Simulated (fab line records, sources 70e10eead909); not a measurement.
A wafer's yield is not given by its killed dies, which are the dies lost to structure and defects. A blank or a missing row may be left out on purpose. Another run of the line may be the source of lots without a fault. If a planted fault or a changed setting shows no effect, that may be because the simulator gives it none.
Chamber matching + flow nand_harc + 4 sister chambers for NHARC_A_SGD_CUT_ETCH_58 on rie_diel-10
The step etches the open film in CF4, target depth 39 nm, time 65 s. 14 wafers are shown with their chamber, then 7 later ones without.

== WAFERS WITH THEIR CHAMBER ==
| wafer  | chamber | drypump_motor_current_A (A) | showerhead_plenum_p_Torr (Torr) | oes_product_au (a.u.) |
|--------|---------|-----------------------------|---------------------------------|-----------------------|
| L076.1 | 1       | 4.6                         | 1.87                            | 0.983                 |
| L076.3 | 2       | 6.3                         | 1.71                            | 0.995                 |
| L076.6 | 3       | 5.4                         | 1.74                            | 1.018                 |
| L086.2 | 3       | 5.4                         | 1.73                            | 1.002                 |
| L086.3 | 1       | 4.6                         | 1.86                            | 1.019                 |
| L086.5 | 0       | 5.6                         | 1.76                            | 0.989                 |
| L088.2 | 1       | 4.6                         | 1.86                            | 1.018                 |
| L088.4 | 0       | 5.5                         | 1.76                            | 0.986                 |
| L088.5 | 3       | 5.4                         | 1.73                            | 1.002                 |
| L090.3 | 1       | 4.6                         | 1.86                            | 1.027                 |
| L090.5 | 1       | 4.6                         | 1.86                            | 1.022                 |
| L090.6 | 0       | 5.5                         | 1.76                            | 0.978                 |
| L094.4 | 2       | 6.3                         | 1.71                            | 0.999                 |
| L094.5 | 2       | 6.3                         | 1.71                            | 0.998                 |

SIGNATURES (means of the wafers above)
| reading                  | chamber 0 | chamber 1 | chamber 2 | chamber 3 | scatter within a chamber |
|--------------------------|-----------|-----------|-----------|-----------|--------------------------|
| drypump_motor_current_A  | 5.533     | 4.600     | 6.300     | 5.400     | 0.0258                   |
| showerhead_plenum_p_Torr | 1.7600    | 1.8620    | 1.7100    | 1.7333    | 0.00383                  |
| oes_product_au           | 0.98433   | 1.01380   | 0.99733   | 1.00733   | 0.0122                   |
Rule: for a wafer and a chamber, the distance is found by dividing, reading by reading, the gap between the wafer's reading and the chamber's mean by the reading's scatter, squaring, summing and taking the root. The wafer belongs to the nearest chamber; if the next one is less than 2 further off, it can't be placed. How the scatter is found: for the shown wafers, subtract from each reading the mean of its chamber, square and add these, divide the total by (wafers less chambers), then take the root.

== WAFERS WHOSE CHAMBER IS MISSING ==
| wafer  | drypump_motor_current_A (A) | showerhead_plenum_p_Torr (Torr) | oes_product_au (a.u.) |
|--------|-----------------------------|---------------------------------|-----------------------|
| L094.6 | 4.6                         | 1.86                            | 1.013                 |
| L095.1 | 6.3                         | 1.71                            | 0.988                 |
| L095.5 | 4.7                         | 1.86                            | 1.014                 |
| L095.6 | 6.3                         | 1.71                            | 0.993                 |
| L096.1 | 5.4                         | 1.73                            | 1.006                 |
| L096.2 | 4.6                         | 1.86                            | 1.030                 |
| L096.4 | 5.5                         | 1.76                            | 0.975                 |

== THE CHAMBER EACH PASSED THROUGH ==
| wafer  | from the rows above | in truth |
|--------|---------------------|----------|
| L094.6 | 1                   | 1        |
| L095.1 | 2                   | 2        |
| L095.5 | 1                   | 1        |
| L095.6 | 2                   | 2        |
| L096.1 | 3                   | 3        |
| L096.2 | 1                   | 1        |
| L096.4 | 0                   | 0        |
Placed correctly: 7 of 7. Can't be placed from these rows: 0. Number placed wrongly: 0.
